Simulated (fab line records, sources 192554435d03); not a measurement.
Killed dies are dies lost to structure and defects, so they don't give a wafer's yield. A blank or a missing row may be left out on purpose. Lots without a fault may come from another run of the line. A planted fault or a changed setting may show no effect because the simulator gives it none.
fab line records | flow n5_finfet
record lots=6 wafers=18 last_day=17
route steps=1938 shown FIN_SAQP@108 BEOL_M4@1111 PASSIVATION@1936
lots that met no fault: from a run of the same line without faults
start_h: hours from the record's first day to the start of the lot's first wafer shown | wait_h: hours since the lot's step before | " the same as in the row above | L1.1+2: a row that stands for several wafers | - no value, or no start given | * or withheld: withheld | < > ~ a bound
route shown NAME@n: a module of which the file shows steps, and the number in the route of the first | usual: mean/standard deviation of fault-free wafers | same: alike in all rows | chamber/n: place in a boat | sites: the reading at each site | _std_site: their standard deviation | _edge_site: outer sites' mean less inner sites' | radius_mm: how far each site lies from the wafer's centre | mask NAME#n: copy n | behind: the tool/chamber that last shaped the wafer | hold: why the lot was held/for how many hours/how that ended | device: the transistor (n, p or np) that didn't switch | end of line: the same wafers' tests at the end of the route | a step without rows: its recipe alone | killed: dies lost to structure and defects at the first sort, not the wafer's yield | map: a wafer's dies, x killed, . not, _ none there
set.NAME: the setting as run; set.NAME@STEP: as run at that earlier step | model.NAME: the simulator's own value behind a step, which no gauge read
lots at some steps of the route; a table a step, a row a wafer
services: from which hour (start_h, from the record's first day; less than 0 if before it) a tool's chamber was out of use, for how many hours, and why
## steps
# step N5_FIN_SAQP_EXPOSE_13
# recipe mask_id=FIN_CORE na=1.35 source_shape=dipole sigma_inner=0.538 sigma_outer=0.738 polarization=te target_cd_nm=35.6 dose_mj=63.25
# step N5_FIN_SAQP_PEB_14
# recipe peb_temp_c=withheld peb_time_s=60 resist=CAR-ArF
# step N5_FIN_SAQP_DEVELOP_15
# recipe develop_time_s=30 developer=TMAH resist=CAR-ArF dev_temp_c=23 rinse_liquid=diw dry=air_spin
# step N5_FIN_SAQP_CD_MEAS_16
# recipe target_cd_nm=35.6 landing_energy_ev=500 detector=se_inlens
# usual cd_nm=35.45/0.3
# columns lot.wafer tool chamber start_h wait_h cd_nm
L462.3 cd_sem-02 0 46.47 - 35.19
L462.4 " 0 " " 35.50
L462.6 " 0 " " 35.61
L466.1 cd_sem-03 0 70.31 - 35.49
L466.2 " 0 " " 35.42
L466.4 " 0 " " 35.78
L468.2 cd_sem-02 0 81.72 - 35.70
L468.3 " 0 " " 35.29
L468.6 " 0 " " 35.57
L469.2 cd_sem-03 0 87.30 - 35.20
L469.4 " 0 " " 35.39
L469.5 " 0 " " 35.66
L470.1 cd_sem-01 0 93.88 - 35.81
L470.2 " 0 " " 35.98
L470.6 " 0 " " 35.94
L478.2 cd_sem-01 0 142.41 - 35.06
L478.3 " 0 " " 35.56
L478.6 " 0 " " 35.36
# step N5_FIN_SAQP_OVL_MEAS_17
# recipe points_per_wafer=44
# usual FIN_CORE_OVL=-0.2/0.84
# same points_per_wafer=44
# columns lot.wafer tool chamber start_h wait_h FIN_CORE_OVL[nm]
L462.3 overlay-01 0 46.50 0.0 -0.5
L462.4 " 0 " " 0.0
L462.6 " 0 " " 0.0
L466.1 overlay-02 0 70.35 0.0 0.1
L466.2 " 0 " " -0.7
L466.4 " 0 " " -1.8
L468.2 overlay-02 0 81.76 0.0 0.2
L468.3 " 0 " " 1.0
L468.6 " 0 " " -0.4
L469.2 overlay-02 0 87.34 0.0 0.7
L469.4 " 0 " " -0.5
L469.5 " 0 " " 1.6
L470.1 overlay-01 0 93.92 0.0 -1.3
L470.2 " 0 " " -0.5
L470.6 " 0 " " -0.7
L478.2 overlay-01 0 142.45 0.0 0.4
L478.3 " 0 " " 1.4
L478.6 " 0 " " 1.0
# step N5_FIN_SAQP_INSPECT_18
# recipe mode=adi inspect_instrument=brightfield
# usual raw_defect_count=403/100
# columns lot.wafer tool chamber start_h wait_h raw_defect_count
L462.3 defect_inspect-02 - 46.53 0.0 586
L462.4 " - " " 550
L462.6 " - " " 388
L466.1 defect_inspect-01 - 70.38 0.0 585
L466.2 " - " " 520
L466.4 " - " " 631
L468.2 defect_inspect-01 - 81.79 0.0 464
L468.3 " - " " 338
L468.6 " - " " 324
L469.2 defect_inspect-02 - 87.36 0.0 377
L469.4 " - " " 395
L469.5 " - " " 337
L470.1 defect_inspect-02 - 93.94 0.0 330
L470.2 " - " " 312
L470.6 " - " " 421
L478.2 defect_inspect-01 - 142.47 0.0 510
L478.3 " - " " 251
L478.6 " - " " 263
# step N5_FIN_SAQP_DESCUM_21
# recipe chemistry=O2 time_s=7.9 source_power_w=50 bias_power_w=20 pressure_mtorr=20 rf_frequency_hz=2.712e+07 temp_c=40 resist=CAR-ArF o2_flow_sccm=225
# usual drypump_motor_current_A=5.8/0.55 oes_product_au=0.81/0.07 rf_vpp_V=243.2/1.2 showerhead_plenum_p_Torr=2.10/0.059 throttle_valve_pct=20.48/0.29
# columns lot.wafer tool chamber start_h wait_h drypump_motor_current_A oes_product_au rf_hours_counter_h rf_vpp_V showerhead_plenum_p_Torr throttle_valve_pct
L462.3 rie_diel-01 1 46.59 0.1 5.5 0.90 24 243.0 2.16 20.34
L462.4 " 1 " " 5.5 0.90 - 244.7 2.16 20.35
L462.6 " 2 " " 5.2 0.84 - 242.1 2.05 20.40
L466.1 rie_diel-04 1 70.97 0.6 6.0 0.75 181 242.8 2.10 20.88
L466.2 " 0 " " 6.8 0.74 167 241.6 2.00 20.75
L466.4 " 2 " " 6.2 0.95 12 242.4 2.04 20.03
L468.2 rie_diel-01 2 81.82 0.0 5.2 0.84 61 241.8 2.05 20.41
L468.3 " 1 " " 5.5 0.88 36 243.2 2.16 20.39
L468.6 " 3 " " 6.2 0.88 - 244.2 2.13 19.88
L469.2 rie_diel-01 3 87.39 0.0 6.2 0.87 31 242.6 2.12 19.89
L469.4 " 1 " " 5.4 0.87 38 242.6 2.16 20.39
L469.5 " 3 " " 6.3 0.87 - 245.1 2.12 19.88
L470.1 rie_diel-01 2 94.00 0.1 5.1 0.83 66 241.8 2.04 20.42
L470.2 " 1 " " 5.4 0.87 41 242.5 2.16 20.35
L470.6 " 2 " " 5.1 0.83 - 241.7 2.04 20.43
L478.2 rie_diel-02 2 142.51 0.0 5.8 0.76 162 244.4 2.18 20.43
L478.3 " 3 " " 5.0 0.74 167 242.3 2.06 20.71
L478.6 " 1 " " 6.5 0.74 - 243.9 2.09 20.61
# step N5_FIN_SAQP_ETCH_51
# recipe chemistry=CF4 target=SiARC target_depth_a=455 mask_material=CAR-ArF time_s=75.8 ion_energy_ev=80 pressure_mtorr=40 source_w=545 bias_w=36 Ar_flow_sccm=100 cf4_flow_sccm=100 ends=cleared
# usual drypump_motor_current_A=5.8/0.55 etch_rf_on_time_s=75.4/1.7 oes_product_au=0.69/0.06 rf_vpp_V=184.0/1.1 showerhead_plenum_p_Torr=2.14/0.056 throttle_valve_pct=15.63/0.29
# columns lot.wafer tool chamber start_h wait_h drypump_motor_current_A etch_rf_on_time_s oes_product_au rf_hours_counter_h rf_vpp_V showerhead_plenum_p_Torr throttle_valve_pct
L462.3 rie_diel-01 1 46.62 0.0 5.4 74.8 0.76 24 184.8 2.19 15.39
L462.4 " 1 " " 5.4 74.0 0.76 - 185.2 2.19 15.39
L462.6 " 2 " " 5.2 75.7 0.73 - 182.1 2.09 15.48
L466.1 rie_diel-04 1 71.00 0.0 6.0 75.6 0.64 181 183.9 2.13 15.98
L466.2 " 0 " " 6.8 76.7 0.63 167 182.8 2.04 15.92
L466.4 " 2 " " 6.1 72.3 0.82 12 183.0 2.10 15.24
L468.2 rie_diel-01 2 81.85 0.0 5.1 77.3 0.70 61 181.9 2.08 15.50
L468.3 " 1 " " 5.4 74.8 0.74 36 184.5 2.19 15.41
L468.6 " 3 " " 6.2 77.0 0.72 - 184.7 2.18 15.08
L469.2 rie_diel-01 3 87.43 0.0 6.2 77.9 0.73 31 186.4 2.18 15.08
L469.4 " 1 " " 5.4 75.0 0.74 38 183.9 2.19 15.42
L469.5 " 3 " " 6.3 77.3 0.73 - 184.9 2.18 15.07
L470.1 rie_diel-01 2 94.04 0.0 5.1 77.2 0.70 66 183.8 2.08 15.52
L470.2 " 1 " " 5.4 74.7 0.74 41 183.3 2.19 15.44
L470.6 " 2 " " 5.2 76.9 0.70 - 182.6 2.08 15.51
L478.2 rie_diel-02 2 142.54 0.0 5.8 74.1 0.66 162 185.2 2.21 15.59
L478.3 " 3 " " 5.0 73.6 0.64 167 183.5 2.14 16.07
L478.6 " 1 " " 6.6 74.9 0.63 - 184.0 2.14 15.81
# step N5_FIN_SAQP_ETCH_52
# recipe chemistry=N2/H2 target=SOC target_depth_a=1000 overetch_a=200 mask_material=SiARC temp_c=40 time_s=150 ion_energy_ev=200 pressure_mtorr=30 source_w=840 bias_w=150 n2_flow_sccm=200 h2_flow_sccm=200 ends=end_point
# usual drypump_motor_current_A=5.8/0.55 n2_flow_sccm=200.0/0.61 oes_product_au=0.72/0.06 rf_vpp_V=523.8/2.3 showerhead_plenum_p_Torr=2.54/0.071 throttle_valve_pct=17.9/0.31
# columns lot.wafer tool chamber start_h wait_h drypump_motor_current_A n2_flow_sccm oes_product_au rf_hours_counter_h rf_vpp_V showerhead_plenum_p_Torr throttle_valve_pct
L462.3 rie_diel-01 1 46.68 0.0 5.4 199.6 0.79 24 525.4 2.60 17.5
L462.4 " 1 " " 5.4 198.9 0.79 - 526.4 2.60 17.5
L462.6 " 2 " " 5.2 200.3 0.76 - 521.5 2.48 17.7
L466.1 rie_diel-04 1 71.06 0.0 6.0 201.8 0.67 181 522.1 2.53 18.2
L466.2 " 0 " " 6.8 200.6 0.67 167 519.3 2.41 18.0
L466.4 " 2 " " 6.2 200.0 0.83 12 522.5 2.49 17.5
L468.2 rie_diel-01 2 81.91 0.0 5.2 199.9 0.75 61 521.1 2.48 17.7
L468.3 " 1 " " 5.5 199.0 0.77 36 524.3 2.60 17.6
L468.6 " 3 " " 6.2 201.3 0.77 - 524.6 2.60 17.4
L469.2 rie_diel-01 3 87.48 0.0 6.2 199.7 0.77 31 526.1 2.60 17.4
L469.4 " 1 " " 5.5 199.6 0.77 38 526.0 2.59 17.6
L469.5 " 3 " " 6.3 199.8 0.76 - 524.1 2.60 17.4
L470.1 rie_diel-01 2 94.09 0.0 5.1 199.4 0.74 66 522.1 2.48 17.7
L470.2 " 1 " " 5.5 200.4 0.77 41 525.1 2.59 17.6
L470.6 " 2 " " 5.1 198.4 0.74 - 521.7 2.48 17.7
L478.2 rie_diel-02 2 142.60 0.0 5.8 199.5 0.68 162 529.2 2.64 17.7
L478.3 " 3 " " 5.0 200.2 0.65 167 523.2 2.54 18.3
L478.6 " 1 " " 6.6 201.0 0.66 - 524.1 2.55 18.2
# step N5_FIN_SAQP_STRIP_53
# recipe chemistry=N2/H2 temp_c=40 n2_flow_sccm=200 h2_flow_sccm=200 rf_frequency_hz=6e+07
# step N5_FIN_SAQP_HM_OPEN_73
# recipe chemistry=CHF3/O2 target=SiO2 stop_on=a-Si target_depth_a=120 over_etch_frac=1.8 mask_material=SOC time_s=16.8 pressure_mtorr=30 source_w=650 bias_w=170 Ar_flow_sccm=200 CHF3_flow_sccm=50 O2_flow_sccm=5 ion_energy_ev=200 ends=end_point
# usual drypump_motor_current_A=5.8/0.55 oes_ar_750_au=0.80/0.069 oes_product_au=0.48/0.04 rf_vpp_V=524/8.6 showerhead_plenum_p_Torr=2.41/0.066 throttle_valve_pct=18.86/0.27
# columns lot.wafer tool chamber start_h wait_h drypump_motor_current_A oes_ar_750_au oes_product_au rf_hours_counter_h rf_vpp_V showerhead_plenum_p_Torr throttle_valve_pct
L462.3 rie_diel-01 1 46.79 0.0 5.5 0.88 0.54 24 523 2.48 18.67
L462.4 " 1 " " 5.4 0.89 0.53 - 522 2.48 18.68
L462.6 " 2 " " 5.1 0.84 0.51 - 537 2.35 18.67
L466.1 rie_diel-04 1 71.17 0.0 6.0 0.73 0.45 181 530 2.39 19.11
L466.2 " 0 " " 6.8 0.74 0.45 167 532 2.31 19.15
L466.4 " 2 " " 6.2 0.94 0.56 12 512 2.35 18.45
L468.2 rie_diel-01 2 82.02 0.0 5.1 0.83 0.50 61 538 2.34 18.69
L468.3 " 1 " " 5.5 0.86 0.52 36 523 2.47 18.70
L468.6 " 3 " " 6.2 0.85 0.52 - 516 2.46 18.32
L469.2 rie_diel-01 3 87.59 0.0 6.2 0.84 0.51 31 517 2.46 18.31
L469.4 " 1 " " 5.5 0.86 0.51 38 523 2.47 18.69
L469.5 " 3 " " 6.2 0.85 0.50 - 517 2.46 18.35
L470.1 rie_diel-01 2 94.20 0.0 5.2 0.82 0.49 66 536 2.34 18.70
L470.2 " 1 " " 5.4 0.86 0.52 41 523 2.47 18.70
L470.6 " 2 " " 5.2 0.82 0.50 - 538 2.34 18.71
L478.2 rie_diel-02 2 142.70 0.0 5.8 0.76 0.46 162 530 2.50 18.83
L478.3 " 3 " " 5.0 0.75 0.44 167 510 2.40 19.22
L478.6 " 1 " " 6.6 0.73 0.44 - 530 2.41 19.07
# step N5_FIN_SAQP_STRIP_74
# recipe chemistry=CHF3/O2 resist=SiARC rf_frequency_hz=6e+07
# step N5_FIN_SAQP_MANDREL_ETCH_22
# recipe target_depth_a=600 chemistry=HBr/Cl2 target=a-Si stop_on=SiNx bt_time_s=10 over_etch_frac=0.5 time_s=30 pressure_mtorr=10 icp_w=800 bias_w=75 HBr_flow_sccm=150 Cl2_flow_sccm=80 ends=end_point
# usual HBr_flow_sccm=150.0/0.48 drypump_motor_current_A=5.9/0.41 he_backside_leak_sccm=2.8/0.35 mfc_cl2_sccm=79.97/0.25 oes_product_au=0.770/0.016 throttle_valve_pct=35.3/0.4
# columns lot.wafer tool chamber start_h wait_h HBr_flow_sccm drypump_motor_current_A he_backside_leak_sccm mfc_cl2_sccm oes_product_au rf_hours_counter_h throttle_valve_pct
L462.3 rie_si-03 1 46.87 0.0 151.0 5.9 2.5 80.09 0.747 74 35.0
L462.4 " 3 " " 149.4 5.7 2.7 79.92 0.768 186 35.1
L462.6 " 1 " " 150.4 5.8 2.7 79.85 0.765 - 35.0
L466.1 rie_si-03 2 71.25 0.0 149.8 6.5 3.2 76.16 0.759 181 35.5
L466.2 " 1 " " 149.4 5.8 2.7 76.11 0.765 75 34.7
L466.4 " 0 " " 150.0 5.8 2.8 75.84 0.777 34 35.4
L468.2 rie_si-05 0 82.10 0.0 149.7 5.6 2.5 80.20 0.791 11 35.6
L468.3 " 1 " " 150.1 6.4 2.4 79.57 0.779 98 35.0
L468.6 " 0 " " 149.6 5.6 2.6 80.18 0.786 - 35.6
L469.2 rie_si-03 3 87.68 0.0 149.7 5.7 2.7 76.39 0.776 187 34.8
L469.4 " 0 " " 149.9 5.8 3.1 76.64 0.769 35 35.4
L469.5 " 1 " " 150.1 5.9 2.8 76.28 0.760 - 34.7
L470.1 rie_si-05 1 94.28 0.0 150.4 6.4 2.3 79.60 0.768 98 35.1
L470.2 " 3 " " 150.3 6.2 2.8 80.25 0.751 47 35.2
L470.6 " 3 " " 149.9 6.2 2.8 79.66 0.770 - 35.1
L478.2 rie_si-04 0 142.79 0.0 148.6 5.7 2.8 80.27 0.777 19 34.8
L478.3 " 1 " " 149.4 5.4 2.7 79.90 0.789 106 35.5
L478.6 " 3 " " 149.8 6.4 3.5 79.58 0.751 - 34.6
# step N5_FIN_SAQP_STRIP_55
# recipe chemistry=N2/H2 power_w=500 temp_c=40 pressure_mtorr=50 rf_frequency_hz=6e+07 overash_fraction=0.3 bias_power_w=28 h2_frac=0.5 n2_flow_sccm=300 h2_flow_sccm=300
# usual drypump_motor_current_A=5.8/0.55 n2_flow_sccm=300.0/0.87 oes_product_au=0.80/0.069 rf_vpp_V=121.8/1.5 showerhead_plenum_p_Torr=3.37/0.089 throttle_valve_pct=19.0/0.45
# columns lot.wafer tool chamber start_h wait_h drypump_motor_current_A n2_flow_sccm oes_product_au rf_hours_counter_h rf_vpp_V showerhead_plenum_p_Torr throttle_valve_pct
L462.3 rie_diel-01 3 46.97 0.1 6.2 299.7 0.90 17 120.3 3.44 18.5
L462.4 " 3 " " 6.2 300.7 0.90 - 121.8 3.44 18.5
L462.6 " 1 " " 5.5 301.0 0.90 - 123.5 3.43 18.4
L466.1 rie_diel-04 2 71.49 0.2 6.2 299.1 0.95 12 122.1 3.29 18.4
L466.2 " 3 " " 5.3 298.9 0.78 131 118.8 3.24 19.3
L466.4 " 0 " " 6.8 299.3 0.72 167 120.2 3.20 19.0
L468.2 rie_diel-02 2 82.20 0.1 5.8 299.9 0.79 139 124.2 3.50 18.6
L468.3 " 3 " " 5.0 299.8 0.75 145 120.9 3.37 19.5
L468.6 " 2 " " 5.8 299.9 0.79 - 124.2 3.50 18.6
L469.2 rie_diel-04 1 87.78 0.1 6.0 300.5 0.73 187 122.5 3.35 19.5
L469.4 " 2 " " 6.2 300.7 0.94 18 123.4 3.29 18.5
L469.5 " 2 " " 6.2 301.1 0.94 - 120.6 3.29 18.5
L470.1 rie_diel-02 0 94.43 0.1 5.6 299.1 0.73 210 121.5 3.48 19.3
L470.2 " 1 " " 6.6 300.2 0.75 135 121.9 3.37 19.4
L470.6 " 3 " " 5.1 298.0 0.77 - 121.8 3.37 19.5
L478.2 rie_diel-02 0 142.90 0.1 5.6 299.8 0.73 226 122.9 3.47 19.4
L478.3 " 1 " " 6.6 300.3 0.74 152 120.0 3.36 19.4
L478.6 " 0 " " 5.6 300.0 0.73 - 122.9 3.47 19.4
# step N5_BEOL_M4_RC_MEAS_101
# usual DIBL_N=36.4/1.7 DIBL_P=36.4/2.1 IOFF_N=0.16/0.035 IOFF_P=0.21/0.035 ION_N=680/11 ION_P=465/6.8 SS_N=71.5/0.58 SS_P=73.2/0.72 VT_N=249/3.6 VT_P=-250/3.1
# columns lot.wafer tool chamber start_h wait_h DIBL_N[mV/V] DIBL_P[mV/V] IOFF_N[nA/um] IOFF_P[nA/um] ION_N[uA/um] ION_P[uA/um] SS_N[mV/dec] SS_P[mV/dec] VT_N[mV] VT_P[mV]
L462.3 prober-02 0 214.27 0.3 35.4 37.1 0.17 0.19 681 459 71.3 72.8 250 -254
L462.4 " 0 " " 36.0 38.4 0.18 0.21 686 470 71.8 73.6 248 -250
L462.6 " 0 " " 37.6 39.5 0.20 0.22 681 463 71.5 73.7 248 -251
L466.1 prober-02 0 214.89 0.6 36.7 36.4 0.16 0.20 676 465 71.1 73.1 248 -253
L466.2 " 0 " " 34.7 34.5 0.13 0.17 670 457 71.3 72.2 254 -256
L466.4 " 0 " " 37.1 37.6 0.19 0.22 702 473 71.4 73.8 248 -252
L468.2 prober-01 0 220.90 0.2 36.7 34.2 0.15 0.20 678 458 71.6 73.0 249 -248
L468.3 " 0 " " 37.7 36.1 0.18 0.24 688 474 71.8 73.6 243 -246
L468.6 " 0 " " 36.3 33.6 0.14 0.19 668 459 71.7 72.5 253 -253
L469.2 prober-02 0 233.23 0.2 38.1 39.4 0.18 0.22 674 461 71.9 73.7 248 -250
L469.4 " 0 " " 35.0 36.0 0.14 0.18 674 461 71.0 72.9 251 -251
L469.5 " 0 " " 35.5 35.8 0.13 0.17 674 462 70.5 74.0 253 -252
L470.1 prober-01 0 246.88 0.0 36.6 34.3 0.16 0.19 675 454 72.0 72.0 248 -251
L470.2 " 0 " " 36.8 35.1 0.15 0.19 670 458 72.0 73.1 249 -253
L470.6 " 0 " " 36.4 35.7 0.15 0.20 682 464 71.4 72.7 249 -248
L478.2 prober-01 0 302.55 0.2 37.1 37.9 0.21 0.21 674 452 72.1 74.1 248 -253
L478.3 " 0 " " 39.2 40.1 0.27 0.26 705 470 73.0 74.4 239 -249
L478.6 " 0 " " 37.0 37.6 0.20 0.21 678 457 72.6 73.2 247 -251
# step N5_PASSIVATION_PROBE_49
# usual defect_limited_yield=91.3/1.4 killed_at_M0_to_M3=36/11 killed_at_M4_up=13/5.2 killed_at_contacts=13/6.5 killed_at_front_end=37/11 killed_at_other=3.6/2.9 killed_dies=103/17 killed_open=68/12 killed_short=33/7.3 sort_bin_5_function=5.2/0.91 sort_bin_6_memory=3.2/0.67 sort_n_pass=1077/17 sort_yield_pct=91.3/1.4
# same gross_dies=1180 killed_at_back_side=0 sort_bin_4_leakage[%]=0 sort_bin_8_speed[%]=0
# columns lot.wafer tool chamber start_h wait_h defect_limited_yield[%] killed_at_M0_to_M3 killed_at_M4_up killed_at_contacts killed_at_front_end killed_at_other killed_dies killed_open killed_short sort_bin_5_function[%] sort_bin_6_memory[%] sort_n_pass sort_yield_pct[%]
L462.3 prober-01 - 319.90 0.1 92.4 15 12 13 48 2 90 62 28 4.8 2.5 1090 92.4
L462.4 prober-01 - 319.95 0.2 93.1 29 10 10 30 2 81 61 20 4.1 2.5 1099 93.1
L462.6 prober-01 - 320.05 0.3 92.8 26 4 14 38 3 85 58 27 4.6 2.3 1095 92.8
# killed by level:class
L462.3 FIN_SAQP:geometric_particle:open=15 FIN_SAQP:geometric_particle:short=10 MOL_CONTACT_COAG:geometric_particle:open=9 STI_FIN_REVEAL:geometric_particle:open=8 BEOL_M4:geometric_particle:open=7 BEOL_M0_SAQP:geometric_particle:open=5 BEOL_M0_SAQP:geometric_particle:short=5 MOL_CONTACT_COAG:geometric_particle:short=4
L462.4 FIN_SAQP:geometric_particle:open=8 MOL_CONTACT_COAG:geometric_particle:open=8 BEOL_M0_SAQP:geometric_particle:open=8 BEOL_M3:geometric_particle:open=7 FIN_SAQP:geometric_particle:short=6 STI_FIN_REVEAL:geometric_particle:open=6 BEOL_M2:geometric_particle:open=6 GATE_CUT:geometric_particle:short=4
L462.6 MOL_CONTACT_COAG:geometric_particle:open=12 FIN_SAQP:geometric_particle:open=10 FIN_SAQP:geometric_particle:short=10 STI_FIN_REVEAL:geometric_particle:open=7 BEOL_M0_SAQP:geometric_particle:open=6 BEOL_M2:geometric_particle:open=6 BEOL_M3:geometric_particle:open=4 BEOL_M0_SAQP:geometric_particle:short=4
## services
# columns tool chamber start_h hours kind
rie_si-05 - 26.65 2.8 pm
rie_diel-02 2 33.11 2.0 repair
rie_diel-04 - 44.12 0.5 repair
rie_diel-04 3 59.49 4.5 repair
rie_diel-02 3 62.52 4.2 repair
rie_si-05 1 64.42 5.7 repair
rie_si-04 0 99.87 2.3 repair
rie_si-03 0 102.71 19.7 repair
rie_si-04 - 104.26 0.3 repair
rie_si-04 - 106.19 1.4 repair
## key
first_sign step=N5_FIN_SAQP_MANDREL_ETCH_22 reading=mfc_cl2_sccm direction=down sigmas=15 usual=79.97 struck=76.24
effect none on later readings
met_at N5_FIN_SAQP_MANDREL_ETCH_22
struck_wafers L466.1,L466.2,L466.4,L469.2,L469.4,L469.5
onset_between 46.87 71.25
fault kind=process_parameter_drift tool=rie_si-03 chamber=- onset_h=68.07 steps=N5_FIN_SAQP_MANDREL_ETCH_22 channel=Cl2_flow_sccm offset=-3.677 shape=step end_h=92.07 acts_in=these_recipes_only stated=80
